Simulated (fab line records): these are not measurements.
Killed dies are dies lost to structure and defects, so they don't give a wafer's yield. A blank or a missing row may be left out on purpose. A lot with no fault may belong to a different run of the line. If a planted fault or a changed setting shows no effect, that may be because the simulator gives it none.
Chamber matching | flow n5 finfet | N5_BEOL_M14_TRENCH_ETCH_34 on rie diel-03 has 4 sister chambers
The step etches SiO2 in C4F8/O2/Ar, target depth 556.65 nm, time 126.9 s. 4 wafers are shown with their chamber, then 8 later ones without.

== WAFERS WITH THEIR CHAMBER ==
wafer  | chamber | rf vpp V (V)
L083.1 | 3       | 2182
L083.2 | 0       | 2222
L083.4 | 1       | 2220
L092.3 | 2       | 2280

== WAFERS WITHOUT THEIR CHAMBER ==
wafer  | rf vpp V (V)
L092.4 | 2221
L092.6 | 2181
L095.2 | 2220
L095.3 | 2221
L095.4 | 2279
L096.2 | 2180
L096.3 | 2280
L096.4 | 2219

== WHICH CHAMBER EACH ONE RAN IN ==
wafer  | from the rows above     | in truth
L092.4 | can't be placed: 0 or 1 | 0
L092.6 | 3                       | 3
L095.2 | can't be placed: 1 or 0 | 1
L095.3 | can't be placed: 0 or 1 | 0
L095.4 | 2                       | 2
L096.2 | 3                       | 3
L096.3 | 2                       | 2
L096.4 | can't be placed: 1 or 0 | 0
Correct placement for 4 of the 8. Not placeable from these rows: 4 (in 4, the candidates include the true chamber). Number placed wrongly: 0.
How it was worked out, from the rows above alone: a wafer's distance from a chamber is the root of the sum, over the readings, of the square of ((its reading less the chamber's mean) divided by the reading's scatter). If the next closest chamber is less than 2 further off than the closest, the wafer can't be placed; otherwise it belongs to the closest. The mean given for a chamber averages the wafers shown for that chamber. The scatter: with one shown wafer a chamber, the root of the mean of the squares of how far each hidden wafer lies from its nearest shown one.
